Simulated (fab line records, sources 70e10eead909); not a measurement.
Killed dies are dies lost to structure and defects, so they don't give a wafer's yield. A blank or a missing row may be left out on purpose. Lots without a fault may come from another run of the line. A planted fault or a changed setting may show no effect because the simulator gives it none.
Chamber matching | flow nand_harc | NHARC_A_STAIRCASE_ETCH_444 on rie_diel-08: 4 sister chambers
The step etches the open film in C4F8/O2, target depth 10200 nm, time 3400 s. 7 wafers are shown with their chamber, then 7 later ones without.

WAFERS WITH THEIR CHAMBER
wafer  | chamber | rf_vpp_V (V) | oes_product_au (a.u.)
L088.1 | 1       | 801          | 0.946
L088.3 | 2       | 810          | 0.955
L088.4 | 3       | 805          | 0.937
L089.2 | 2       | 807          | 0.943
L089.5 | 0       | 809          | 0.923
L090.2 | 1       | 800          | 0.948
L090.4 | 0       | 808          | 0.924

WAFERS WITHOUT THEIR CHAMBER
wafer  | rf_vpp_V (V) | oes_product_au (a.u.)
L090.5 | 800          | 0.948
L094.1 | 809          | 0.931
L094.2 | 800          | 0.940
L094.5 | 809          | 0.933
L096.1 | 800          | 0.942
L096.2 | 805          | 0.934
L096.3 | 806          | 0.922

WHICH CHAMBER EACH WENT THROUGH
wafer  | from the rows above          | in truth
L090.5 | 1                            | 1
L094.1 | can't be placed: 0 or 3      | 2
L094.2 | 1                            | 1
L094.5 | can't be placed: 0 or 3 or 2 | 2
L096.1 | 1                            | 1
L096.2 | 3                            | 3
L096.3 | can't be placed: 0 or 3      | 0
Placed correctly: 4 of 7. Can't be placed from these rows: 3 (the true chamber is among the candidates in 2). Placed wrongly: 0.
How it was worked out, from the rows above alone: a wafer's distance from a chamber is the root of the sum, over the readings, of the square of ((its reading less the chamber's mean) divided by the reading's scatter). The wafer belongs to the nearest chamber; if the next one is less than 2 further off, it can't be placed. A chamber's mean is the mean of its shown wafers. The scatter: the root of (the sum of the squares of (reading less its chamber's mean) over the shown wafers, divided by (wafers less chambers)).
